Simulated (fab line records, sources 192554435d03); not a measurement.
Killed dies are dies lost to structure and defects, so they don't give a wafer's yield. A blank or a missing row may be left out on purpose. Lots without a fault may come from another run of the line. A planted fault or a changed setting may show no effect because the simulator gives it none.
fab line records | flow n5_finfet
record lots=9 wafers=24 last_day=18
route steps=1938 shown BEOL_M4@1111 BEOL_M5@1171 PASSIVATION@1936
lots that met no fault: from a run of the same line without faults
start_h: hours from the record's first day to the start of the lot's first wafer shown | wait_h: hours since the lot's step before | " the same as in the row above | L1.1+2: a row that stands for several wafers | - no value, or no start given | * or withheld: withheld | < > ~ a bound
route shown NAME@n: a module of which the file shows steps, and the number in the route of the first | usual: mean/standard deviation of fault-free wafers | same: alike in all rows | chamber/n: place in a boat | sites: the reading at each site | _std_site: their standard deviation | _edge_site: outer sites' mean less inner sites' | radius_mm: how far each site lies from the wafer's centre | mask NAME#n: copy n | behind: the tool/chamber that last shaped the wafer | hold: why the lot was held/for how many hours/how that ended | device: the transistor (n, p or np) that didn't switch | end of line: the same wafers' tests at the end of the route | a step without rows: its recipe alone | killed: dies lost to structure and defects at the first sort, not the wafer's yield | map: a wafer's dies, x killed, . not, _ none there
set.NAME: the setting as run; set.NAME@STEP: as run at that earlier step | model.NAME: the simulator's own value behind a step, which no gauge read
steps of the route over a sample of lots; a table a step, a row a wafer
services: from which hour (start_h, from the record's first day; less than 0 if before it) a tool's chamber was out of use, for how many hours, and why
## steps
# step N5_BEOL_M4_RC_MEAS_101
# usual DIBL_N=35.6/1.7 DIBL_P=35.0/2 IOFF_N=0.148/0.027 IOFF_P=0.19/0.032 ION_N=671/14 ION_P=460/9.1 SS_N=71.3/0.62 SS_P=73.0/0.64 VT_N=251/3.2 VT_P=-251.5/2.9
# columns lot.wafer tool chamber start_h wait_h DIBL_N[mV/V] DIBL_P[mV/V] IOFF_N[nA/um] IOFF_P[nA/um] ION_N[uA/um] ION_P[uA/um] SS_N[mV/dec] SS_P[mV/dec] VT_N[mV] VT_P[mV]
L514.1 prober-01 0 212.19 0.0 37.5 37.9 0.188 0.22 657 449 72.2 73.4 248 -249.2
L514.4 " 0 " " 34.9 35.3 0.137 0.19 666 460 71.2 72.9 252 -252.1
L514.5 " 0 " " 35.0 32.8 0.124 0.15 633 436 71.7 72.5 254 -258.2
L512.1 prober-01 0 244.91 0.0 33.9 34.3 0.132 0.17 655 446 70.6 72.2 255 -254.2
L512.4 " 0 " " 31.4 32.1 0.109 0.15 667 453 70.2 71.5 253 -253.2
L512.5 " 0 " " 32.5 33.4 0.121 0.16 668 458 70.2 72.0 252 -253.3
L517.3 prober-01 0 248.31 0.3 33.8 34.1 0.140 0.22 674 467 71.2 73.1 250 -246.6
L517.5 " 0 " " 34.2 34.7 0.161 0.23 690 472 71.3 73.4 245 -246.9
L517.6 " 0 " " 37.2 38.8 0.214 0.31 680 473 72.0 74.6 245 -244.7
L518.2 prober-01 0 249.09 0.6 34.4 36.7 0.149 0.25 679 471 71.1 74.1 249 -246.7
L518.5 " 0 " " 31.1 31.3 0.094 0.16 650 460 71.0 71.8 257 -249.5
L518.6 " 0 " " 35.0 36.3 0.163 0.24 687 472 71.4 73.4 248 -247.2
L522.2 prober-02 0 277.07 0.2 38.8 36.7 0.158 0.19 668 450 70.9 74.1 253 -254.5
L522.3 " 0 " " 38.5 36.0 0.165 0.19 660 447 72.1 73.2 252 -252.7
L523.1 prober-01 0 280.14 0.0 36.7 34.2 0.161 0.21 658 451 72.0 73.1 252 -249.6
L523.3 " 0 " " 33.8 31.8 0.117 0.17 660 452 71.2 72.4 252 -252.6
L523.5 " 0 " " 33.4 31.3 0.114 0.16 639 447 70.4 72.5 253 -253.5
L527.2 prober-01 0 300.09 0.2 36.7 34.2 0.147 0.18 655 454 71.5 72.7 252 -250.2
L527.6 " 0 " " 35.3 34.1 0.133 0.18 682 476 70.5 72.9 252 -251.4
L528.2 prober-02 0 305.38 0.2 35.5 34.2 0.119 0.18 662 458 70.5 72.3 253 -251.4
L528.4 " 0 " " 40.2 40.5 0.222 0.30 692 475 72.3 73.4 247 -244.4
L529.4 prober-02 0 308.85 0.5 34.3 32.5 0.125 0.17 661 453 71.1 72.1 250 -253.9
L529.5 " 0 " " 36.1 34.7 0.166 0.21 677 458 71.4 72.9 245 -248.5
L529.6 " 0 " " 33.4 31.5 0.114 0.16 662 460 70.9 71.8 254 -254.1
# step N5_BEOL_M5_PRE_CLEAN_45
# recipe gas=H2/He time_s=30 temp_c=250
# usual heater_power_w=330/34 susceptor_temp_C=250.01/0.18
# columns lot.wafer tool chamber start_h wait_h heater_power_w susceptor_temp_C
L514.1 pvd_sputter-01 - 225.25 0.0 396 250.09
L514.4 " - " " 264 249.87
L514.5 " - " " 307 250.06
L512.1 pvd_sputter-02 - 250.90 0.0 325 249.82
L512.4 " - " " 338 249.84
L512.5 " - " " 323 250.18
L517.3 pvd_sputter-02 - 253.81 0.0 307 249.87
L517.5 " - " " 330 250.14
L517.6 " - " " 310 250.16
L518.2 pvd_sputter-02 - 254.12 0.0 310 250.47
L518.5 " - " " 322 250.22
L518.6 " - " " 346 249.74
L522.2 pvd_sputter-01 - 283.93 0.0 317 250.03
L522.3 " - " " 384 250.08
L523.1 pvd_sputter-03 - 285.40 0.0 382 250.04
L523.3 " - " " 330 250.12
L523.5 " - " " 336 250.05
L527.2 pvd_sputter-02 - 310.52 0.0 312 249.98
L527.6 " - " " 349 249.85
L528.2 pvd_sputter-03 - 312.23 0.0 325 249.76
L528.4 " - " " 369 249.87
L529.4 pvd_sputter-03 - 314.23 0.0 367 249.95
L529.5 " - " " 385 250.23
L529.6 " - " " 320 249.95
# step N5_BEOL_M5_ANNEAL_84
# recipe temp_c=400 time_s=1800 ambient=vacuum
# usual heater_power_w=831/82 susceptor_temp_C=400.00/0.24
# columns lot.wafer tool chamber start_h wait_h heater_power_w susceptor_temp_C
L514.1 pvd_sputter-02 - 230.03 0.0 836 399.97
L514.4 " - " " 829 399.70
L514.5 " - " " 810 400.02
L512.1 pvd_sputter-01 - 254.66 0.0 782 400.38
L512.4 " - " " 968 400.30
L512.5 " - " " 776 400.16
L517.3 pvd_sputter-02 - 258.57 0.0 804 399.77
L517.5 " - " " 772 400.36
L517.6 " - " " 809 399.62
L518.2 pvd_sputter-01 - 259.17 0.0 784 399.63
L518.5 " - " " 656 399.88
L518.6 " - " " 981 400.21
L522.2 pvd_sputter-01 - 287.08 0.0 647 399.73
L522.3 " - " " 948 400.04
L523.1 pvd_sputter-03 - 288.37 0.0 953 400.12
L523.3 " - " " 839 400.08
L523.5 " - " " 862 399.98
L527.2 pvd_sputter-02 - 313.57 0.0 826 399.97
L527.6 " - " " 856 400.05
L528.2 pvd_sputter-01 - 315.14 0.0 975 399.88
L528.4 " - " " 673 399.75
L529.4 pvd_sputter-03 - 317.30 0.0 944 399.79
L529.5 " - " " 819 399.87
L529.6 " - " " 980 399.95
# step N5_BEOL_M5_SPUTTER_90
# recipe material=Cu target_thk_a=45 temp_c=-20 chamber_pressure_pa=0.07 power_w=withheld time_s=8.29
# usual substrate_temp_c=-19.99/0.11 susceptor_temp_C=-20.00/0.1 throttle_valve_pct=30.1/1.4
# columns lot.wafer tool chamber start_h wait_h substrate_temp_c susceptor_temp_C throttle_valve_pct
L514.1 pvd_sputter-02 - 232.13 0.5 -20.09 -20.14 29.7
L514.4 " - " " -19.91 -20.04 29.8
L514.5 " - " " -20.04 -20.06 30.9
L512.1 pvd_sputter-01 - 256.76 0.5 -20.06 -20.16 29.0
L512.4 " - " " -20.00 -19.89 31.1
L512.5 " - " " -20.09 -20.15 28.9
L517.3 pvd_sputter-02 - 260.67 0.5 -20.01 -20.03 29.5
L517.5 " - " " -19.87 -19.88 31.0
L517.6 " - " " -19.94 -19.85 30.9
L518.2 pvd_sputter-01 - 261.26 0.5 -19.99 -20.06 29.7
L518.5 " - " " -19.94 -20.09 30.7
L518.6 " - " " -20.02 -19.88 31.2
L522.2 pvd_sputter-01 - 289.17 0.5 -19.87 -20.04 30.7
L522.3 " - " " -19.87 -20.02 31.3
L523.1 pvd_sputter-03 - 290.46 0.5 -19.97 -19.95 29.2
L523.3 " - " " -20.02 -19.93 27.5
L523.5 " - " " -20.12 -19.96 27.5
L527.2 pvd_sputter-02 - 315.67 0.5 -19.94 -20.00 29.6
L527.6 " - " " -20.01 -20.08 30.2
L528.2 pvd_sputter-01 - 317.23 0.5 -19.98 -19.87 31.2
L528.4 " - " " -19.85 -20.13 30.7
L529.4 pvd_sputter-03 - 319.40 0.5 -19.77 -20.06 29.7
L529.5 " - " " -20.19 -19.85 27.4
L529.6 " - " " -19.99 -20.14 29.6
# step N5_BEOL_M5_CMP_52
# recipe stop_on=SiCOH_lowk t_overpolish_s=6.9 down_force_psi=1 platen_rpm=50 clearing_platen_down_force_psi=1.5 clearing_platen_rpm=50 post_cmp_clean=cu_alkaline target_thk_nm=62 clearing_platen_pad_velocity_m_s=0.99484 pad_velocity_m_s=0.99484
# usual barrier_field_endpoint_s=24.4/0.48 clearing_platen_down_force_psi=1.500/0.003 motor_current_A=6.1/0.65 overpolish_run_s=6.898/0.0085 pad_life_wafers=1001/680 platen_rpm=50.00/0.033 slurry_filter_dp_kPa=13.52/0.14 time_to_endpoint_s=61.1/2.6
# columns lot.wafer tool chamber start_h wait_h barrier_field_endpoint_s clearing_platen_down_force_psi motor_current_A overpolish_run_s pad_life_wafers platen_rpm slurry_filter_dp_kPa time_to_endpoint_s
L514.1 cmp-03 2 234.16 0.3 - - - - - - - -
L514.4 " 3 " " - - - - - - - -
L514.5 " 2 " " - - - - - - - -
L512.1 cmp-02 3 257.48 0.3 - - - - - - - -
L512.4 " 2 " " - - - - - - - -
L512.5 " 0 " " - - - - - - - -
L517.3 cmp-02 0 261.30 0.2 - - - - - - - -
L517.5 " 0 " " - - - - - - - -
L517.6 " 1 " " - - - - - - - -
L518.2 cmp-03 1 262.33 0.2 25.1 1.502 7.0 6.903 79 50.00 13.64 60.7
L518.6 " 0 " " 25.4 1.509 6.9 6.895 - 49.95 13.16 64.6
L518.5 " 1 " " 25.0 1.499 7.2 6.895 - 50.04 13.50 64.5
L522.2 cmp-02 3 289.76 0.3 24.3 1.504 6.2 6.882 1070 49.93 13.49 58.9
L522.3 " 0 " " 24.2 1.495 6.1 6.901 1071 49.94 13.60 59.2
L523.1 cmp-02 2 291.00 0.3 24.0 1.495 6.5 6.896 1093 50.00 13.52 60.4
L523.3 " 3 " " 23.8 1.499 6.3 6.880 1094 50.01 13.48 57.2
L523.5 " 1 " " 23.9 1.503 5.6 6.898 - 49.93 13.37 57.2
L527.2 cmp-02 3 316.22 0.3 24.4 1.497 6.3 6.911 1303 50.05 13.47 62.0
L527.6 " 2 " " 24.7 1.499 6.1 6.904 - 50.01 13.63 61.8
L528.4 cmp-02 2 317.77 0.2 24.4 1.503 6.4 6.901 1309 50.00 13.63 62.6
L528.2 " 3 " " 24.3 1.503 6.1 6.907 1310 50.03 13.40 61.9
L529.4 cmp-03 0 320.49 0.2 23.9 1.498 7.1 6.909 301 50.02 13.65 60.2
L529.6 " 3 " " 24.0 1.499 5.3 6.901 - 49.98 13.70 60.4
L529.5 " 0 " " 24.2 1.502 6.9 6.908 - 49.99 13.83 61.9
# step N5_BEOL_M5_THK_MEAS_53
# recipe thk_meas_gauge=xrf reads=Cu_of_BEOL_M5_ECD_50
# usual M5_THK=60.4/1.8
# columns lot.wafer tool chamber start_h wait_h M5_THK[nm]
L514.1 film_metro-02 - 234.45 0.3 297.8
L514.4 " - " " 292.5
L514.5 " - " " 297.2
L512.1 film_metro-01 - 257.77 0.3 292.5
L512.4 " - " " 289.8
L512.5 " - " " 289.4
L517.3 film_metro-02 - 261.59 0.3 297.9
L517.5 " - " " 293.9
L517.6 " - " " 298.2
L518.2 film_metro-02 - 262.58 - 61.8
L518.5 " - " " 62.6
L518.6 " - " " 60.9
L522.2 film_metro-01 - 289.98 - 59.4
L522.3 " - " " 61.2
L523.1 film_metro-02 - 291.26 - 59.9
L523.3 " - " " 59.1
L523.5 " - " " 58.7
L527.2 film_metro-02 - 316.47 - 60.0
L527.6 " - " " 61.5
L528.2 film_metro-02 - 318.03 - 62.1
L528.4 " - " " 63.6
L529.4 film_metro-02 - 320.75 - 61.3
L529.5 " - " " 62.5
L529.6 " - " " 60.2
# step N5_BEOL_M5_RS_MEAS_57
# recipe thk_meas_gauge=four-point-probe reads=Co_of_BEOL_M5_CO_CAP_78+Cu_of_BEOL_M5_ECD_50+Co_of_BEOL_M5_CVD_47+TaN_of_BEOL_M5_ALD_86
# usual M5_RS=0.395/0.013
# columns lot.wafer tool chamber start_h wait_h M5_RS[ohm/sq]
L514.1 film_metro-02 - 234.71 0.0 0.054
L514.4 " - " " 0.055
L514.5 " - " " 0.054
L512.1 film_metro-01 - 258.03 0.0 0.054
L512.4 " - " " 0.054
L512.5 " - " " 0.054
L517.3 film_metro-02 - 261.85 0.1 0.054
L517.5 " - " " 0.054
L517.6 " - " " 0.053
L518.2 film_metro-01 - 262.85 0.1 0.385
L518.5 " - " " 0.378
L518.6 " - " " 0.392
L522.2 film_metro-01 - 290.24 0.1 0.395
L522.3 " - " " 0.383
L523.1 film_metro-01 - 291.52 0.0 0.402
L523.3 " - " " 0.409
L523.5 " - " " 0.411
L527.2 film_metro-02 - 316.73 0.1 0.401
L527.6 " - " " 0.388
L528.2 film_metro-01 - 318.29 0.1 0.388
L528.4 " - " " 0.378
L529.4 film_metro-01 - 321.01 0.0 0.389
L529.5 " - " " 0.380
L529.6 " - " " 0.398
# step N5_BEOL_M5_INSPECT_58
# recipe inspect_instrument=darkfield mode=post_dep
# usual raw_defect_count=79/25
# columns lot.wafer tool chamber start_h wait_h raw_defect_count
L514.1 defect_inspect-02 - 234.74 0.0 1889
L514.4 " - " " 2005
L514.5 " - " " 2117
L512.1 defect_inspect-02 - 258.06 0.0 1992
L512.4 " - " " 2066
L512.5 " - " " 2010
L517.3 defect_inspect-01 - 261.88 0.0 1978
L517.5 " - " " 2058
L517.6 " - " " 2009
L518.2 defect_inspect-01 - 262.87 0.0 91
L518.5 " - " " 126
L518.6 " - " " 91
L522.2 defect_inspect-02 - 290.27 0.0 61
L522.3 " - " " 42
L523.1 defect_inspect-01 - 291.54 0.0 101
L523.3 " - " " 113
L523.5 " - " " 62
L527.2 defect_inspect-02 - 316.76 0.0 103
L527.6 " - " " 65
L528.2 defect_inspect-02 - 318.31 0.0 109
L528.4 " - " " 113
L529.4 defect_inspect-02 - 321.03 0.0 52
L529.5 " - " " 62
L529.6 " - " " 56
# step N5_PASSIVATION_PROBE_49
# usual defect_limited_yield=91.2/1.6 killed_at_M0_to_M3=35/11 killed_at_M4_up=14/5.4 killed_at_contacts=13/6 killed_at_front_end=38/11 killed_at_other=3.4/2.6 killed_dies=104/19 killed_on_rim=13/3.9 killed_open=68/13 killed_short=34/8.5 sort_bin_5_function=5.1/1 sort_bin_6_memory=3.3/0.72 sort_bin_8_speed=0.1/0.9 sort_n_pass=1075/22 sort_yield_pct=91.1/1.9
# same gross_dies=1180 killed_at_back_side=0 sort_bin_4_leakage[%]=0
# columns lot.wafer tool chamber start_h wait_h defect_limited_yield[%] killed_at_M0_to_M3 killed_at_M4_up killed_at_contacts killed_at_front_end killed_at_other killed_dies killed_on_rim killed_open killed_short sort_bin_5_function[%] sort_bin_6_memory[%] sort_bin_8_speed[%] sort_n_pass sort_yield_pct[%]
L514.1 prober-02 - 346.39 0.0 0 40 1103 3 27 7 1180 152 47 38 4.9 2.2 0 0 0
L514.4 prober-02 - 346.54 0.2 0 19 1108 17 31 5 1180 152 58 36 4.5 3.1 0 0 0
L514.5 prober-02 - 346.59 0.2 0 36 1094 4 42 4 1180 152 69 44 5.4 4.0 0 0 0
L512.1 prober-01 - 353.79 0.0 0 28 1102 11 35 4 1180 152 63 32 4.7 3.2 0 0 0
L512.4 prober-01 - 353.94 0.2 0 27 1115 13 24 1 1180 152 52 26 4.3 1.9 0 0 0
L512.5 prober-01 - 353.99 0.2 0 14 1119 14 31 2 1180 152 50 25 3.6 2.5 0 0 0
L518.2 prober-02 - 355.92 0.1 91.9 31 11 11 39 4 96 13 72 23 4.2 3.6 0 1084 91.9
L518.5 prober-02 - 356.07 0.2 89.7 44 21 7 44 5 121 11 82 39 6.4 3.6 0.1 1058 89.7
L518.6 prober-02 - 356.12 0.3 87.6 57 23 12 50 4 146 20 95 49 7.0 4.9 0 1034 87.6
L517.3 prober-02 - 362.69 0.1 0 19 1110 5 38 8 1180 152 47 31 3.9 2.3 0 0 0
L517.5 prober-02 - 362.79 0.2 0 40 1113 4 17 6 1180 152 46 34 3.4 3.1 0 0 0
L517.6 prober-02 - 362.84 0.3 0 52 1098 4 24 2 1180 152 52 34 4.4 2.5 0 0 0
L522.2 prober-01 - 393.10 0.1 92.2 29 14 3 41 5 92 16 60 32 4.8 2.5 0 1088 92.2
L522.3 prober-01 - 393.15 0.1 91.0 34 15 23 34 0 106 14 74 31 6.0 2.5 0 1074 91.0
# killed by level:class
L514.1 BEOL_M5:area_cmp=1093 BEOL_M3:geometric_particle:short=12 FIN_SAQP:geometric_particle:short=10 BEOL_M2:geometric_particle:open=8 BEOL_M4:geometric_particle:open=6 BEOL_M3:geometric_particle:open=5 BEOL_M0_SAQP:geometric_particle:open=4 BEOL_M0_SAQP:geometric_particle:short=4
L514.4 BEOL_M5:area_cmp=1086 BEOL_M4:geometric_particle:open=10 MOL_CONTACT_COAG:geometric_particle:open=10 FIN_SAQP:geometric_particle:short=8 MOL_CONTACT_COAG:geometric_particle:short=7 FIN_SAQP:geometric_particle:open=6 BEOL_M1:geometric_particle:open=6 BEOL_M0:geometric_particle:open=4
L514.5 BEOL_M5:area_cmp=1066 BEOL_M4:geometric_particle:open=15 FIN_SAQP:geometric_particle:open=13 FIN_SAQP:geometric_particle:short=10 BEOL_M0:geometric_particle:open=8 BEOL_M4:geometric_particle:short=8 BEOL_M1:geometric_particle:open=7 BEOL_M0_SAQP:geometric_particle:short=6
L512.1 BEOL_M5:area_cmp=1085 FIN_SAQP:geometric_particle:short=9 BEOL_M0_SAQP:geometric_particle:open=9 MOL_CONTACT_COAG:geometric_particle:open=8 STI_FIN_REVEAL:geometric_particle:open=7 BEOL_M4:geometric_particle:open=7 FIN_SAQP:geometric_particle:open=6 BEOL_M0_SAQP:geometric_particle:short=6
L512.4 BEOL_M5:area_cmp=1102 BEOL_M0_SAQP:geometric_particle:open=13 MOL_CONTACT_COAG:geometric_particle:open=12 BEOL_M0_SAQP:geometric_particle:short=7 BEOL_M4:geometric_particle:open=6 FIN_SAQP:geometric_particle:short=4 STI_FIN_REVEAL:geometric_particle:open=4 GATE_CUT:geometric_particle:short=4
L512.5 BEOL_M5:area_cmp=1104 MOL_CONTACT_COAG:geometric_particle:open=13 FIN_SAQP:geometric_particle:short=10 GATE_CUT:geometric_particle:open=7 BEOL_M4:geometric_particle:open=7 BEOL_M0_SAQP:geometric_particle:open=4 BEOL_M1:geometric_particle:open=4 STARTING-WAFER:geometric_particle:short=4
L518.2 BEOL_M0_SAQP:geometric_particle:open=11 MOL_CONTACT_COAG:geometric_particle:open=9 DUMMY_GATE:geometric_particle:open=8 FIN_SAQP:geometric_particle:open=5 STI_FIN_REVEAL:geometric_particle:open=5 STARTING-WAFER:geometric_particle:short=5 GATE_CUT:geometric_particle:short=4 GATE_CUT:geometric_particle:open=4
L518.5 FIN_SAQP:geometric_particle:open=15 STI_FIN_REVEAL:geometric_particle:open=10 FIN_SAQP:geometric_particle:short=9 BEOL_M0_SAQP:geometric_particle:open=9 BEOL_M2:geometric_particle:open=8 BEOL_M0_SAQP:geometric_particle:short=7 BEOL_M4:geometric_particle:open=7 MOL_CONTACT_COAG:geometric_particle:open=6
L518.6 FIN_SAQP:geometric_particle:open=12 BEOL_M0_SAQP:geometric_particle:short=11 MOL_CONTACT_COAG:geometric_particle:open=10 BEOL_M2:geometric_particle:open=9 FIN_SAQP:geometric_particle:short=8 BEOL_M0_SAQP:geometric_particle:open=8 BEOL_M1:geometric_particle:open=8 BEOL_M5:geometric_particle:open=8
L517.3 BEOL_M5:area_cmp=1102 FIN_SAQP:geometric_particle:open=11 BEOL_M0_SAQP:geometric_particle:short=7 FIN_SAQP:geometric_particle:short=6 MOL_CONTACT_COAG:geometric_particle:open=5 PASS1_CAP:geometric_particle:open=5 BEOL_M2:geometric_particle:open=4 STARTING-WAFER:geometric_particle:short=4
L517.5 BEOL_M5:area_cmp=1099 BEOL_M2:geometric_particle:open=9 BEOL_M4:geometric_particle:open=9 BEOL_M3:geometric_particle:open=7 FIN_SAQP:geometric_particle:short=6 BEOL_M0_SAQP:geometric_particle:open=6 BEOL_M0_SAQP:geometric_particle:short=5 PASS1_CAP:geometric_particle:short=5
L517.6 BEOL_M5:area_cmp=1092 BEOL_M3:geometric_particle:open=13 BEOL_M0_SAQP:geometric_particle:short=12 BEOL_M0_SAQP:geometric_particle:open=11 FIN_SAQP:geometric_particle:open=5 BEOL_M0:geometric_particle:open=5 FIN_SAQP:geometric_particle:short=4 MOL_CONTACT_COAG:geometric_particle:open=3
L522.2 BEOL_M1:geometric_particle:open=13 FIN_SAQP:geometric_particle:open=10 GATE_CUT:geometric_particle:short=10 BEOL_M4:geometric_particle:open=9 STI_FIN_REVEAL:geometric_particle:open=5 BEOL_M0_SAQP:geometric_particle:short=5 STI_FIN_REVEAL:geometric_particle:short=4 BEOL_M0:geometric_particle:open=4
L522.3 MOL_CONTACT_COAG:geometric_particle:open=21 FIN_SAQP:geometric_particle:open=11 BEOL_M0_SAQP:geometric_particle:short=9 BEOL_M4:geometric_particle:open=9 BEOL_M0_SAQP:geometric_particle:open=8 BEOL_M1:geometric_particle:open=6 BEOL_M2:geometric_particle:open=6 FIN_SAQP:geometric_particle:short=5
## services
# columns tool chamber start_h hours kind
pvd_sputter-02 - 207.13 4.6 repair
pvd_sputter-03 - 239.40 1.2 repair
cmp-02 - 246.69 7.8 pm
cmp-03 - 249.04 4.0 pm
cmp-03 - 253.04 - consumable_replace:conditioner
cmp-03 - 253.04 - consumable_replace:pad
cmp-03 - 267.84 23.6 repair
## key
first_sign step=N5_BEOL_M5_CMP_52 reading=tool_record direction=missing
effect step=N5_BEOL_M5_THK_MEAS_53 reading=M5_THK direction=up sigmas=99+ usual=60.4 struck=294.3
effect step=N5_BEOL_M5_RS_MEAS_57 reading=M5_RS direction=down sigmas=26 usual=0.395 struck=0.054
effect step=N5_BEOL_M5_INSPECT_58 reading=raw_defect_count direction=up sigmas=78 usual=79 struck=2014
effect step=N5_PASSIVATION_PROBE_49 reading=killed_at_M4_up direction=up sigmas=99+ usual=14 struck=1107
more_kills_born_at N5_BEOL_M5_CMP_52@cmp-02=6584 N5_BEOL_M5_CMP_52@cmp-03=3245
met_at N5_BEOL_M5_CMP_52
struck_lots L512,L514,L517
later_rows_left_out L512.1,L512.4,L512.5,L514.1,L514.4,L514.5,L517.3,L517.5,L517.6
not_acting_at N5_BEOL_M5_PRE_CLEAN_45,N5_BEOL_M5_ANNEAL_84,N5_BEOL_M5_SPUTTER_90
fault kind=skipped_step_whole tool=cmp-02,cmp-03 chamber=- onset_h=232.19 steps=N5_BEOL_M5_CMP_52 scope=struck_lots_only
# later_rows_left_out: the simulator's readings of these wafers behind a module that went badly wrong aren't trusted and aren't shown, but for the sort
